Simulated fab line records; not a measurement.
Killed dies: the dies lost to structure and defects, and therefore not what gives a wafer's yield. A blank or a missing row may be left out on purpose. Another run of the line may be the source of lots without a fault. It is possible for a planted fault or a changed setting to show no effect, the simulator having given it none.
Which tool is to blame?    flow n5 finfet    11 lots, 33 wafers sampled, at 3 steps of a route of 1938

== WHAT THE GAUGES SHOWED, per wafer ==
N5_MIM_TOP_LITHO_OVL_MEAS_11.
lot   measured      on          MIM_TOP_OVL (nm)
L491  day 11 18:46  overlay-01  -9 -8 -10
L492  day 11 19:19  overlay-02  6 0 11
L493  day 12 06:58  overlay-02  2 -1 -5
L497  day 12 23:59  overlay-01  -3 -7 -3
L496  day 13 00:11  overlay-02  -3 8 0
L500  day 14 07:57  overlay-02  -1 -11 -6
L504  day 15 09:05  overlay-02  -6 5 -8
L506  day 15 10:16  overlay-01  -11 -2 -10
L508  day 16 01:23  overlay-01  2 1 3
L510  day 17 10:31  overlay-02  -14 -15 -7
L511  day 18 03:49  overlay-01  -3 -3 -8

== EACH LOT AND THE TOOL THAT RAN IT (in order: tool; ch and the chambers of the sampled wafers; start) ==
lot   N5_BEOL_M15_PRE_CLEAN_42      N5_MIM_TOP_LITHO_EXPOSE_05
L491  pvd sputter-01, day 11 12:08  krf scanner-01 ch 0, day 11 18:34
L492  pvd sputter-03, day 11 14:22  krf scanner-02 ch 0, day 11 19:07
L493  pvd sputter-02, day 12 00:58  krf scanner-01 ch 0, day 12 06:45
L497  pvd sputter-03, day 12 17:37  krf scanner-01 ch 0, day 12 23:48
L496  pvd sputter-03, day 12 18:01  krf scanner-02 ch 0, day 12 23:58
L500  pvd sputter-01, day 14 02:00  krf scanner-02 ch 0, day 14 07:45
L504  pvd sputter-03, day 15 02:52  krf scanner-02 ch 0, day 15 08:53
L506  pvd sputter-01, day 15 03:49  krf scanner-01 ch 0, day 15 10:03
L508  pvd sputter-01, day 15 18:55  krf scanner-01 ch 0, day 16 01:11
L510  pvd sputter-03, day 17 06:52  krf scanner-02 ch 0, day 17 10:18
L511  pvd sputter-03, day 17 23:40  krf scanner-01 ch 0, day 18 03:37
- N5_BEOL_M15_PRE_CLEAN_42: time 30 s.
- N5_MIM_TOP_LITHO_EXPOSE_05: exposes mask MIM TOP, target cd 2000 nm.

== THE ANSWER, worked out from the rows above alone ==
Rule: the lots themselves supply what counts as usual. Put in order of their means at a reading, lots are off if they are a third of the lots or fewer, leave a main group of 4 or more, and stand apart from it by a gap of 3 or more times the standard deviation of the main group's means; of several such gaps the widest counts. If all means in a main group match to the digits the tables above print for the reading, that group is not used. Also off: a lot with no number at a reading for which 4 or more lots have one. Where the step has rows for the other lots, those lots are counted as sound.
None of the lots is off at any reading shown; this tells nothing.

== WHAT THE SIMULATOR PUT IN ==
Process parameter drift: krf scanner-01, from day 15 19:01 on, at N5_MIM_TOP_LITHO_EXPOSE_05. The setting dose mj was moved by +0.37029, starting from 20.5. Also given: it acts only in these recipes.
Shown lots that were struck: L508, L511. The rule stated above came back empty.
